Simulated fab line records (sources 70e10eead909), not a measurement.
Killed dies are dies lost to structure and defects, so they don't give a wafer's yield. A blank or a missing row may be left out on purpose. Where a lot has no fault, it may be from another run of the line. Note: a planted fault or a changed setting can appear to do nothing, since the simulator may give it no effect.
fab line records | flow nand-harc
record lots=5 | wafers=15 | last-day=24
route steps=1159 shown P_GATE@185 END@1159
lots that met no fault: taken from a fault-free run of the same line
start-h: hours from the record's opening day to when the first of the lot's shown wafers began | wait-h: time in hours since the lot's previous step | " identical to the entry in the row above | L1.1+2: one row covering several wafers at once | - no value present, or no start provided | * or withheld: withheld | < > ~ a bound
route shown NAME@n: NAME is a module with steps in the file, n the number in the route of the first one | usual: mean and standard deviation over wafers with no fault | same: alike in all rows | chamber/n: place in a boat | sites: the reading at each site | _std_site: standard deviation of those values | _edge_site: the outer-site mean with the inner-site mean subtracted | radius-mm: for every site, how far away it sits from the centre of the wafer | mask NAME#n: copy n | behind: tool/chamber where the wafer was last shaped | hold: cause of the lot's hold/its duration in hours/its outcome | device: the n, p or np transistor that did not switch | end of line: the tests these same wafers got at the end of their route | a step without rows: its recipe alone | killed: at the first sort, the dies lost to defects and structure; wafer yield is something else | map: per-die view of a wafer (x killed, . not killed, _ where there is no die)
set.NAME: setting as actually run; set.NAME@STEP: the setting as run at that earlier step | model.NAME: the simulator's own value behind a step, which no gauge read
certain route steps with their lots: each step a table, each wafer a row
services: from which hour (start-h, from the record's first day; less than 0 if before it) a tool's chamber was out of use, for how many hours, and why
## steps
# step NHARC_P_GATE_CD_MEAS_59
# recipe target-cd-nm=720 | landing-energy-ev=500
# usual cd-nm=720.1/1.9
lot.wafer | tool      | chamber | start-h | wait-h | cd-nm
L101.1    | cd-sem-02 | 0       | 137.07  | -      | 720.6
L101.2    | "         | 0       | "       | "      | 720.5
L101.4    | "         | 0       | "       | "      | 720.3
L105.3    | cd-sem-03 | 0       | 162.14  | -      | 721.7
L105.5    | "         | 0       | "       | "      | 722.9
L105.6    | "         | 0       | "       | "      | 720.2
L109.2    | cd-sem-02 | 0       | 179.22  | -      | 722.0
L109.4    | "         | 0       | "       | "      | 715.5
L109.5    | "         | 0       | "       | "      | 716.4
L108.2    | cd-sem-03 | 0       | 179.38  | -      | 720.8
L108.3    | "         | 0       | "       | "      | 722.6
L108.4    | "         | 0       | "       | "      | 720.3
L117.3    | cd-sem-02 | 0       | 234.07  | -      | 723.0
L117.4    | "         | 0       | "       | "      | 720.9
L117.5    | "         | 0       | "       | "      | 721.3
# step NHARC_P_GATE_HARDBAKE_60
# recipe temp-c=125 | time-s=80
# step NHARC_P_GATE_DESCUM_61
# recipe time-s=3 | o2-flow-sccm=200 | ar-flow-sccm=0 | bias-power-w=0 | chemistry=O2
# usual drypump-motor-current-A=6.0/0.35 | oes-product-au=0.998/0.0098 | rf-vpp-V=57.9/0.85 | showerhead-plenum-p-Torr=1.92/0.08 | throttle-valve-pct=11.310/0.0089
# same time-s=3
lot.wafer | tool        | chamber | start-h | wait-h | drypump-motor-current-A | oes-product-au | rf-hours-counter-h | rf-vpp-V | showerhead-plenum-p-Torr | throttle-valve-pct
L101.1    | rie-diel-06 | 3       | 137.28  | -      | 6.0                     | 0.994          | 22                 | 59.1     | 2.02                     | 11.318
L101.2    | "           | 0       | "       | "      | 6.5                     | 0.977          | 20                 | 58.7     | 1.90                     | 11.317
L101.4    | "           | 3       | "       | "      | 6.0                     | 0.990          | -                  | 58.5     | 2.02                     | 11.317
L105.3    | rie-diel-07 | 1       | 162.33  | -      | 5.9                     | 1.005          | 20                 | 57.6     | 2.02                     | 11.324
L105.5    | "           | 2       | "       | "      | 6.2                     | 0.984          | -                  | 58.2     | 1.99                     | 11.298
L105.6    | "           | 3       | "       | "      | 6.2                     | 1.008          | -                  | 56.9     | 1.83                     | 11.312
L109.4    | rie-diel-06 | 0       | 179.38  | -      | 6.5                     | 0.984          | 34                 | 58.4     | 1.90                     | 11.302
L109.2    | "           | 1       | "       | "      | 6.1                     | 1.004          | 34                 | 57.5     | 1.78                     | 11.323
L109.5    | "           | 0       | "       | "      | 6.5                     | 0.989          | -                  | 58.3     | 1.90                     | 11.320
L108.4    | rie-diel-06 | 0       | 179.54  | -      | 6.4                     | 0.974          | 34                 | 59.1     | 1.90                     | 11.306
L108.2    | "           | 1       | "       | "      | 6.0                     | 1.004          | 34                 | 57.5     | 1.78                     | 11.302
L108.3    | "           | 2       | "       | "      | 5.4                     | 1.014          | 39                 | 59.2     | 1.96                     | 11.323
L117.4    | rie-diel-06 | 1       | 234.22  | -      | 6.0                     | 1.004          | 57                 | 57.3     | 1.77                     | 11.319
L117.3    | "           | 3       | "       | "      | 6.0                     | 0.988          | 56                 | 58.8     | 2.01                     | 11.295
L117.5    | "           | 2       | "       | "      | 5.5                     | 0.997          | -                  | 57.2     | 1.96                     | 11.308
# step NHARC_P_GATE_IMPLANT_62
# recipe energy-kev=20 | dose-cm2=3e+15 | tilt-deg=7
# step NHARC_P_GATE_STRIP_112
# recipe power-w=1500 | temp-c=110 | time-s=200 | chemistry=N2/H2
# usual drypump-motor-current-A=5.6/0.41 | heater-power-w=86/10 | temp-c=109.99/0.14
# same time-s=200
lot.wafer | tool            | chamber | start-h | wait-h | drypump-motor-current-A | heater-power-w | rf-hours-counter-h | temp-c
L101.1    | plasma-asher-01 | 0       | 137.67  | 0.2    | 5.9                     | 97             | 10                 | 110.31
L101.2    | "               | 1       | "       | "      | 4.9                     | 69             | 10                 | 109.85
L101.4    | "               | 0       | "       | "      | 5.9                     | 97             | -                  | 110.41
L105.3    | plasma-asher-02 | 0       | 162.76  | 0.2    | 6.0                     | 84             | -                  | 110.19
L105.5    | "               | 0       | "       | "      | 6.0                     | 85             | -                  | 110.15
L105.6    | "               | 1       | "       | "      | 5.6                     | 94             | -                  | 109.95
L109.2    | plasma-asher-01 | 0       | 179.79  | 0.2    | 5.8                     | 97             | 26                 | 110.06
L109.4    | "               | 0       | "       | "      | 5.9                     | 96             | -                  | 110.03
L109.5    | "               | 1       | "       | "      | 4.9                     | 70             | -                  | 109.80
L108.2    | plasma-asher-02 | 1       | 179.96  | 0.2    | 5.6                     | 93             | 55                 | 109.78
L108.3    | "               | 0       | "       | "      | 6.0                     | 83             | -                  | 110.18
L108.4    | "               | 1       | "       | "      | 5.5                     | 94             | -                  | 109.87
L117.4    | plasma-asher-01 | 1       | 234.77  | 0.3    | 4.9                     | 68             | -                  | 109.97
L117.3    | "               | 0       | "       | "      | 5.9                     | 97             | -                  | 110.04
L117.5    | "               | 1       | "       | "      | 4.9                     | 69             | -                  | 109.96
# step NHARC_P_GATE_STRIP_76
# recipe power-w=1500 | temp-c=250 | chemistry=O2
# usual drypump-motor-current-A=5.6/0.41 | heater-power-w=322/40 | temp-c=250.01/0.18
lot.wafer | tool            | chamber | start-h | wait-h | drypump-motor-current-A | heater-power-w | rf-hours-counter-h | temp-c
L101.1    | plasma-asher-01 | 0       | 137.93  | 0.2    | 5.9                     | 353            | 10                 | 250.27
L101.2    | "               | 1       | "       | "      | 4.9                     | 265            | 10                 | 250.06
L101.4    | "               | 0       | "       | "      | 5.9                     | 361            | -                  | 250.35
L105.3    | plasma-asher-02 | 0       | 162.95  | 0.2    | 6.0                     | 312            | -                  | 250.34
L105.5    | "               | 0       | "       | "      | 6.0                     | 322            | -                  | 249.81
L105.6    | "               | 1       | "       | "      | 5.5                     | 343            | -                  | 249.94
L109.2    | plasma-asher-01 | 0       | 180.02  | 0.2    | 5.9                     | 368            | 26                 | 250.10
L109.4    | "               | 0       | "       | "      | 5.9                     | 361            | -                  | 249.94
L109.5    | "               | 1       | "       | "      | 4.9                     | 253            | -                  | 250.17
L108.2    | plasma-asher-02 | 1       | 180.19  | 0.2    | 5.5                     | 350            | 55                 | 249.84
L108.3    | "               | 0       | "       | "      | 6.0                     | 315            | -                  | 249.81
L108.4    | "               | 1       | "       | "      | 5.6                     | 352            | -                  | 250.32
L117.4    | plasma-asher-01 | 1       | 234.96  | 0.2    | 4.9                     | 265            | -                  | 250.10
L117.3    | "               | 0       | "       | "      | 5.9                     | 368            | -                  | 249.90
L117.5    | "               | 1       | "       | "      | 4.9                     | 261            | -                  | 250.01
# step NHARC_P_GATE_STRIP_63
# recipe time-s=900 | temp-c=130 | chemistry=SPM
# step NHARC_P_GATE_DEHYDRATE_83
# recipe temp-c=150 | time-s=120
# step NHARC_P_GATE_HMDS_84
# recipe time-s=30
# step NHARC_P_GATE_COAT_85
# recipe spin-rpm=3000
# step NHARC_P_GATE_SOFTBAKE_86
# recipe temp-c=122 | time-s=95
# step NHARC_P_GATE_EBR_87
# step NHARC_P_GATE_EXPOSE_88
# recipe na=0.6 | target-cd-nm=2000 | dose-mj=11.87 | mask-id=P_HVN
lot.wafer  | tool           | chamber | start-h | wait-h | mask
L101.1+2+4 | krf-scanner-02 | 0       | 138.70  | -      | P_HVN#0
L105.3+5+6 | krf-scanner-04 | 0       | 163.70  | -      | P_HVN#0
L109.2+4+5 | krf-scanner-04 | 0       | 180.77  | -      | P_HVN_R1#0
L108.2+3+4 | krf-scanner-01 | 0       | 180.94  | -      | P_HVN#0
L117.3+4+5 | krf-scanner-02 | 0       | 235.61  | -      | P_HVN#0
# step NHARC_P_GATE_PEB_89
# recipe peb-temp-c=118 | peb-time-s=85
# step NHARC_P_GATE_DEVELOP_90
# recipe time-s=70
# step NHARC_P_GATE_CD_MEAS_91
# recipe target-cd-nm=2000 | landing-energy-ev=500
# usual cd-nm=1999.9/1.9
lot.wafer | tool      | chamber | start-h | wait-h | cd-nm
L101.1    | cd-sem-02 | 0       | 138.85  | -      | 1999.0
L101.2    | "         | 0       | "       | "      | 1999.7
L101.4    | "         | 0       | "       | "      | 2000.3
L105.3    | cd-sem-02 | 0       | 163.85  | -      | 1998.1
L105.5    | "         | 0       | "       | "      | 2001.5
L105.6    | "         | 0       | "       | "      | 2001.5
L109.2    | cd-sem-03 | 0       | 180.93  | -      | 2256.0
L109.4    | "         | 0       | "       | "      | 2257.4
L109.5    | "         | 0       | "       | "      | 2257.5
L108.2    | cd-sem-02 | 0       | 181.10  | -      | 2002.5
L108.3    | "         | 0       | "       | "      | 2003.8
L108.4    | "         | 0       | "       | "      | 1998.5
L117.3    | cd-sem-01 | 0       | 235.76  | -      | 2000.6
L117.4    | "         | 0       | "       | "      | 2000.8
L117.5    | "         | 0       | "       | "      | 1997.0
# step NHARC_P_GATE_HARDBAKE_92
# recipe temp-c=125 | time-s=80
# step NHARC_P_GATE_DESCUM_93
# recipe time-s=3 | o2-flow-sccm=200 | ar-flow-sccm=0 | bias-power-w=0 | chemistry=O2
# usual drypump-motor-current-A=5.9/0.37 | oes-product-au=0.998/0.0094 | rf-vpp-V=57.9/0.87 | showerhead-plenum-p-Torr=1.92/0.072 | throttle-valve-pct=11.311/0.0085
# same time-s=3
lot.wafer | tool        | chamber | start-h | wait-h | drypump-motor-current-A | oes-product-au | rf-hours-counter-h | rf-vpp-V | showerhead-plenum-p-Torr | throttle-valve-pct | model.P_GATE.cd-nm
L101.2    | rie-diel-07 | 3       | 139.01  | -      | 6.2                     | 1.002          | 15                 | 58.9     | 1.83                     | 11.304             | 2000
L101.1    | "           | 0       | "       | "      | 5.7                     | 0.995          | 14                 | 56.7     | 1.97                     | 11.297             | 1998
L101.4    | "           | 0       | "       | "      | 5.6                     | 1.009          | -                  | 58.9     | 1.97                     | 11.313             | 2000
L105.3    | rie-diel-02 | 0       | 164.05  | -      | 6.1                     | 0.989          | 2                  | 57.3     | 1.84                     | 11.304             | 1999
L105.5    | "           | 1       | "       | "      | 5.4                     | 1.001          | -                  | 56.9     | 1.87                     | 11.305             | 2001
L105.6    | "           | 2       | "       | "      | 5.2                     | 1.004          | -                  | 58.9     | 1.90                     | 11.318             | 2002
L109.2    | rie-diel-07 | 2       | 181.16  | -      | 6.2                     | 1.001          | 22                 | 57.9     | 1.99                     | 11.294             | 2256
L109.4    | "           | 3       | "       | "      | 6.2                     | 1.010          | 23                 | 57.9     | 1.83                     | 11.316             | 2259
L109.5    | "           | 0       | "       | "      | 5.6                     | 1.007          | -                  | 56.8     | 1.97                     | 11.320             | 2257
L108.4    | rie-diel-07 | 0       | 181.41  | -      | 5.6                     | 1.013          | 22                 | 56.9     | 1.97                     | 11.317             | 1998
L108.2    | "           | 1       | "       | "      | 5.9                     | 1.005          | 24                 | 57.3     | 2.02                     | 11.300             | 2003
L108.3    | "           | 3       | "       | "      | 6.2                     | 1.014          | 23                 | 57.1     | 1.83                     | 11.322             | 2005
L117.3    | rie-diel-06 | 3       | 235.91  | -      | 6.0                     | 0.992          | 56                 | 58.5     | 2.01                     | 11.322             | 2001
L117.4    | "           | 0       | "       | "      | 6.5                     | 0.988          | 54                 | 57.6     | 1.89                     | 11.306             | 2001
L117.5    | "           | 0       | "       | "      | 6.4                     | 0.986          | -                  | 57.6     | 1.89                     | 11.314             | 1997
# step NHARC_P_GATE_IMPLANT_94
# recipe energy-kev=60 | dose-cm2=2e+15 | tilt-deg=7
# step NHARC_END_SORT_01
# recipe temp-c=25
# usual killed-at-array=28/10 | killed-at-other=0.5/0.82 | killed-at-periphery=3.4/2.2 | killed-dies=31/10 | killed-open=3.4/1.9 | killed-short=1.9/1.3
# same gross-dies=677
lot.wafer | tool      | chamber | start-h | wait-h | killed-at-array | killed-at-other | killed-at-periphery | killed-dies | killed-open | killed-short
L109.2    | prober-01 | 0       | 554.22  | 2.8    | 44              | 1               | 56                  | 101         | 2           | 2
L109.4    | prober-01 | 0       | 555.84  | 3.4    | 47              | 2               | 45                  | 94          | 3           | 1
L109.5    | prober-01 | 0       | 556.66  | 3.8    | 50              | 1               | 53                  | 104         | 4           | 3
# killed by level:class
L109.2 P_GATE:area-expose=53 A_CHANNEL_HOLE_D1:chamber-film-flake=20 A_SLIT:chamber-film-flake=18 A_CONTACT:chamber-film-flake=3 P_GATE:geometric-particle:open=1 P_M0:geometric-particle:short=1 A_SGD_CUT:geometric-particle:open=1 A_WL_FILL:geometric-particle:short=1
L109.4 P_GATE:area-expose=43 A_SLIT:chamber-film-flake=20 A_CHANNEL_HOLE_D1:chamber-film-flake=10 A_STAIRCASE:chamber-film-flake=6 A_CONTACT:chamber-film-flake=3 A_CHANNEL_FILL_D1:chamber-film-flake=2 A_WL_FILL:chamber-film-flake=2 THIN_TSV:chamber-film-flake=2
L109.5 P_GATE:area-expose=47 A_CHANNEL_HOLE_D1:chamber-film-flake=19 A_SLIT:chamber-film-flake=13 A_CONTACT:chamber-film-flake=9 P_GATE:chamber-film-flake=3 A_STAIRCASE:chamber-film-flake=3 P_STI:geometric-particle:open=1 P_CONTACT:geometric-particle:short=1
# map L109.5 (x killed, . not)
____________.____________
_________....xxx_________
_______......xxx.x_______
______....x...xxx..______
_____.......x.x....._____
____...........x.....____
____............x....____
___...................___
___................x..___
__...............x.....__
__x.x..................__
_xx.x..................._
_xxxxx............x....._
_xxx.............xx....._
_xx.....xx.x.x.x.x..x..._
_..x.x....x.x........x.._
xxxxx....x.........x....x
...x......x.x............
........xx...............
....x.x.x.x..x..x....x...
......xxx..x.x.x..x......
_..........xx..xx......._
_.........xxxx..x.x....._
_....x.xx...x..........._
_..x.......x...x........_
_......x....x..........._
__......x.....xx.......__
__.......x..x..........__
___...................___
___..............x....___
____....x.....x.x....____
____...............x.____
_____x.............._____
______.............______
_______..........._______
_________......._________
____________.____________
# map L105.5 (x killed, . not)
____________.____________
_________.x....._________
_______..........._______
______.............______
_____..............._____
____...........x.....____
____...........x...x.____
___.....x..........x..___
___...................___
__.....................__
__.....................__
_......................._
_....................x.._
_....................x.._
_......................._
_..x...................._
.........................
.........................
.........................
.....x.....x.............
..............x...x......
_.......x..............._
_....x.............x...._
_.....x................._
_.......x..............._
_......................._
__...xxxx.........x....__
__...x.x...............__
___...xxx............x___
___.x.xx..............___
____.x.x.............____
____..x..x...........____
_____..x............_____
______.............______
_______..........._______
_________......._________
____________.____________
## services
tool            | chamber | start-h | hours | kind
rie-diel-06     | 0       | 122.64  | -     | clean
rie-diel-06     | 1       | 122.64  | -     | clean
rie-diel-06     | 2       | 122.64  | -     | clean
rie-diel-06     | 3       | 122.64  | -     | clean
krf-scanner-04  | -       | 126.00  | 4.0   | pm
rie-diel-06     | 1       | 134.09  | 5.1   | repair
rie-diel-02     | 3       | 135.05  | 20.5  | repair
rie-diel-07     | 2       | 137.40  | 8.3   | repair
rie-diel-06     | 0       | 147.18  | -     | clean
rie-diel-06     | 1       | 147.18  | -     | clean
rie-diel-06     | 2       | 147.18  | -     | clean
rie-diel-06     | 3       | 147.18  | -     | clean
rie-diel-02     | -       | 150.90  | 9.0   | pm
rie-diel-06     | 0       | 171.73  | -     | clean
rie-diel-06     | 1       | 171.73  | -     | clean
rie-diel-06     | 2       | 171.73  | -     | clean
rie-diel-06     | 3       | 171.73  | -     | clean
plasma-asher-02 | -       | 183.52  | 9.0   | pm
rie-diel-06     | 0       | 196.23  | -     | clean
rie-diel-06     | 1       | 196.23  | -     | clean
rie-diel-06     | 2       | 196.23  | -     | clean
krf-scanner-02  | -       | 210.00  | 4.0   | pm
rie-diel-07     | 1       | 223.61  | 3.3   | repair
rie-diel-07     | -       | 228.20  | 9.0   | pm
## key
first-sign step=NHARC_P_GATE_EXPOSE_88 | reading=mask | direction=changed
effect step=NHARC_P_GATE_CD_MEAS_91 | reading=cd-nm | direction=up | sigmas=99+ | usual=1999.9 | struck=2257.0
effect step=NHARC_END_SORT_01 | reading=killed-at-periphery | direction=up | sigmas=22 | usual=3.4 | struck=51.3
model-effect step=NHARC_P_GATE_DESCUM_93 | value=P_GATE.cd-nm | without=2000 | struck=2258
more-kills-born-at NHARC_P_GATE_EXPOSE_88@krf-scanner-04=143
met-at NHARC_P_GATE_EXPOSE_88
struck-wafers L109.2,L109.4,L109.5
tester-left-out L109
onset-between 163.70 180.77
fault kind=wrong-mask | tool=any | chamber=- | onset-h=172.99 | steps=NHARC_P_GATE_EXPOSE_88 | aux-copy=P_HVN_R1#0 | cd-offset-nm=257.12 | scope=struck-lots-only
# tester-left-out: of these lots the tester's yield and bins aren't shown, on N5 and GAA mostly nor the transistor test; their killed dies are dies lost to structure and defects alone, not to doping, threshold or leakage, so they don't give the yield
